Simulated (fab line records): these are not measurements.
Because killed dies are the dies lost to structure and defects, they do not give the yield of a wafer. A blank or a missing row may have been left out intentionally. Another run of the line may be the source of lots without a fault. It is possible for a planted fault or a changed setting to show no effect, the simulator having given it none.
Struck lot and sound lot, side by side    flow nand-harc    44 steps out of a route of 1302
Sound: these wafers, L585.2, L585.4, L585.6. Wafers L580.1, L580.2, L580.3 were the ones struck. Last of all comes the cause.
Per side, at each step with rows, come the tool, then ch with its chambers, and then its first start. Under that, the readings that differ: sound wafers    struck wafers    difference of the means    sigmas: that difference in standard deviations of wafers without a fault.
alike: readings with means less than 2 such deviations apart, plus words and numbers identical on both sides. not compared: withheld readings, readings lacking a value on some wafer, bounds such as >300 that could conceal the same value, and numbers that have no deviation in the record and whose values overlap.
The two part at a step that has a row with sigmas, a row that says differs or no value, or rows on one side only. Non-overlapping numbers with no deviation appear without sigmas and do not part them. A reading that every wafer of one side lacks parts them only if that side has two wafers or more.

first, 8 steps without rows for these wafers: NHARC_P_GATE_DEHYDRATE_18 (time 120 s); NHARC_P_GATE_HMDS_19 (time 30 s); NHARC_P_GATE_COAT_20 (resist thk 90 nm); NHARC_P_GATE_SOFTBAKE_21 (time 55 s); NHARC_P_GATE_EBR_22; NHARC_P_GATE_EXPOSE_23 (exposes mask P GATE, target cd 120 nm); NHARC_P_GATE_PEB_24 (peb time 65 s); NHARC_P_GATE_DEVELOP_25 (develop time 35 s).
NHARC_P_GATE_CD_MEAS_26: target cd 120 nm.
  sound on cd-sem-03 ch 0, day 12 06:36; struck on cd-sem-02 ch 0, day 10 01:39
  alike: cd-nm
NHARC_P_GATE_OVL_MEAS_27:
  sound: overlay-02 at day 12 06:41; struck: overlay-02 at day 10 01:44
  alike: overlay-x-nm, overlay-y-nm
NHARC_P_GATE_INSPECT_28:
  sound: defect-inspect-01 at day 12 06:43; struck: defect-inspect-02 at day 10 01:47
  alike: raw-defect-count
then, 1 step without rows for these wafers: NHARC_P_GATE_DESCUM_31 (chemistry O2, time 3 s).
NHARC_P_GATE_ETCH_104: etches the open film in CF4/CHF3, target depth 60 nm.
  sound on rie-diel-01 ch 0,3, day 12 06:52; struck on rie-diel-10 ch 0,2,3, day 10 01:57
reading                      sound        struck       difference  sigmas
drypump-motor-current-A (A)  5.1 4.9 4.9  5.6 6.0 5.8  +0.8        +2
  alike: chamber-pressure-mTorr, oes-product-au, rf-vpp-V, showerhead-plenum-p-Torr, throttle-valve-pct
NHARC_P_GATE_HM_OPEN_105: chemistry O2/COS, target depth 360 nm.
  sound on rie-diel-01 ch 0,2,3; struck on rie-diel-10 ch 0,2,3
  alike: chamber-pressure-mTorr, drypump-motor-current-A, oes-product-au, rf-vpp-V, showerhead-plenum-p-Torr, throttle-valve-pct
  not compared: rf-hours-counter-h
then, 2 steps without rows for these wafers: NHARC_P_GATE_STRIP_106 (strips in O2/COS); NHARC_P_GATE_ETCH_114 (etches the open film in CF4/O2, target depth 30 nm, overetch 3 nm, time 16.5 s).
NHARC_P_GATE_ETCH_32: etches the open film in HBr/Cl2, target depth 150 nm, time 100.1 s.
  sound on rie-si-04 ch 2,3, day 12 07:15; struck on rie-si-06 ch 1,2,3, day 10 02:22
  alike: chamber-pressure-mTorr, drypump-motor-current-A, oes-product-au, throttle-valve-pct
  not compared: rf-hours-counter-h
then, 1 step without rows for these wafers: NHARC_P_GATE_STRIP_108 (strips in O2).
NHARC_P_GATE_CD_MEAS_33:
  sound: cd-sem-03 at day 12 07:35; struck: cd-sem-02 at day 10 02:42
  alike: cd-nm
then, 3 steps without rows for these wafers: NHARC_P_GATE_STRIP_35 (strips in SPM, time 600 s); NHARC_P_GATE_PRECLEAN_73 (cleans in SC1); NHARC_P_GATE_SRD_74.
NHARC_P_GATE_ALD_36: deposits SiNx, target thk 20 nm, pulse time 60 s, ald cycles 223.
  sound on ald-sin-01 ch 0,3, day 12 08:02; struck on ald-sin-03 ch 1,2,3, day 10 03:10
  alike: heater-power-w, precursor-pulse-height-rel
NHARC_P_GATE_ETCHBACK_37: etches the open film in CHF3/O2, target depth 34.5 nm, time 17.2 s.
  sound on rie-diel-01 ch 0,1; struck on rie-diel-10 ch 0,2,3
  alike: chamber-pressure-mTorr, drypump-motor-current-A, oes-product-au, rf-vpp-V, showerhead-plenum-p-Torr, throttle-valve-pct
  not compared: rf-hours-counter-h
then, 13 steps without rows for these wafers: NHARC_P_GATE_STRIP_101 (strips in O2, time 20 s); NHARC_P_GATE_PRECLEAN_97 (cleans in SPM, time 600 s); NHARC_P_GATE_SRD_98; NHARC_P_GATE_PRECLEAN_99 (cleans in SC1); NHARC_P_GATE_SRD_100; NHARC_P_GATE_DEHYDRATE_38 (time 120 s); NHARC_P_GATE_HMDS_39 (time 30 s); NHARC_P_GATE_COAT_40; NHARC_P_GATE_SOFTBAKE_41 (time 95 s); NHARC_P_GATE_EBR_42; NHARC_P_GATE_EXPOSE_43 (exposes mask P NSD, target cd 720 nm); NHARC_P_GATE_PEB_44 (peb time 85 s); NHARC_P_GATE_DEVELOP_45 (time 70 s).
NHARC_P_GATE_CD_MEAS_46: target cd 720 nm.
  sound on cd-sem-03 ch 0, day 12 18:34; struck on cd-sem-03 ch 0, day 10 13:41
  alike: cd-nm
then, 3 steps without rows for these wafers: NHARC_P_GATE_HARDBAKE_47 (time 80 s); NHARC_P_GATE_DESCUM_48 (chemistry O2, time 3 s); NHARC_P_GATE_IMPLANT_49.
NHARC_P_GATE_STRIP_111: strips in N2/H2, time 250 s.
  sound on plasma-asher-01 ch 0,1, day 12 19:08; struck on plasma-asher-01 ch 0,1, day 10 14:27
  alike: drypump-motor-current-A, heater-power-w
  not compared: rf-hours-counter-h
NHARC_P_GATE_INSPECT_68:
  sound: defect-inspect-02 at day 13 01:07; struck: defect-inspect-02 at day 10 21:05
reading           sound        struck       difference  sigmas
raw-defect-count  157 111 146  692 723 671  +557        +8
-- record jumps: 19 days between struck wafers' starts before vs after; left off in module P_GATE, resumes in module END, first step shown is number 1302 of the route --
NHARC_END_SORT_01:
  at this point the record logs the struck wafers (prober-01 ch 0, day 29 09:42) and has no rows for the sound ones

WHERE THEY PART
At NHARC_P_GATE_ETCH_104 first; at NHARC_END_SORT_01 last (within this record only).

WHY: what the simulator had put in
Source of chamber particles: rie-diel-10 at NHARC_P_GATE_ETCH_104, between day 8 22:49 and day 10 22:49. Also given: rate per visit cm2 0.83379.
